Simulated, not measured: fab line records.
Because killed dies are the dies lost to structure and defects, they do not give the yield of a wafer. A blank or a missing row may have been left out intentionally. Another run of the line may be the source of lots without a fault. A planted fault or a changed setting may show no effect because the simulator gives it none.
Which of the tools did it? | flow nand harc | 6 lots, 18 wafers sampled, at 3 steps of a route of 1159

WHAT EACH GAUGE READ, for each wafer
NHARC_A_ONON_D1_THK_MEAS_02: measures by ellipsometry.
lot  | measured     | on            | thk nm (nm)
L613 | day 8 04:55  | film metro-02 | 1003 1003 1004
L615 | day 8 04:55  | film metro-02 | 1007 1006 1006
L620 | day 9 11:54  | film metro-01 | 1017 1016 1017
L624 | day 10 18:20 | film metro-02 | 683 687 686
L627 | day 11 12:53 | film metro-01 | 685 686 684
L634 | day 13 09:16 | film metro-02 | 1015 1014 1013

EACH LOT AND THE TOOL THAT RAN IT (in order: tool; ch and the chambers of the sampled wafers; start)
lot  | NHARC_A_ZERO_WELL_DESCUM_12        | NHARC_A_ONON_D1_DEP_00
L613 | rie diel-08 ch 0,2,3, day 7 03:38  | pecvd onon-02 ch 0, day 8 04:28
L615 | rie diel-06 ch 0,2, day 7 06:02    | pecvd onon-03 ch 0, day 8 04:28
L620 | rie diel-06 ch 0,2,3, day 8 13:22  | pecvd onon-03 ch 0, day 9 11:23
L624 | rie diel-10 ch 0,3, day 9 19:44    | pecvd onon-04 ch 0, day 10 17:53
L627 | rie diel-08 ch 1,2, day 10 12:54   | pecvd onon-04 ch 0, day 11 12:23
L634 | rie diel-06 ch 1,2,3, day 12 09:22 | pecvd onon-03 ch 0, day 13 08:44
- NHARC_A_ZERO_WELL_DESCUM_12: chemistry O2, time 3 s.
- NHARC_A_ONON_D1_DEP_00: target thk 1000 nm.

THE ANSWER, worked out from the rows above alone
Rule: usual is defined by the lots themselves. Put in order of their means at a reading, lots are off if they are a third of the lots or fewer, leave a main group of 4 or more, and stand apart from it by a gap of 3 or more times the standard deviation of the main group's means; of several such gaps the widest counts. A main group is skipped when, at the precision printed for the reading in the tables above, its means are all equal. Also off: a lot with no number at a reading for which 4 or more lots have one. Any other lot the step has rows for is counted as sound.
Off: L624, L627, at NHARC_A_ONON_D1_THK_MEAS_02 (thk nm). The main group: mean 1010 nm, standard deviation 5.4.
A tool fits if, at a process step before that reading, it ran every lot that is off, and no sound lot after the first of them. Those tools and the gauges at NHARC_A_ONON_D1_THK_MEAS_02 are tried in the same way. One fits: NHARC_A_ONON_D1_DEP_00 on pecvd onon-04. It ran no sound lot before its first lot that is off in this sample, so the start can't be narrowed down.

WHAT THE SIMULATOR PUT IN
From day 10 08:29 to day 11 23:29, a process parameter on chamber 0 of pecvd onon-04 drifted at NHARC_A_ONON_D1_DEP_00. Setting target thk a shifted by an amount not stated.
Struck lots among those shown: L624, L627. This agrees with what the rule above found.
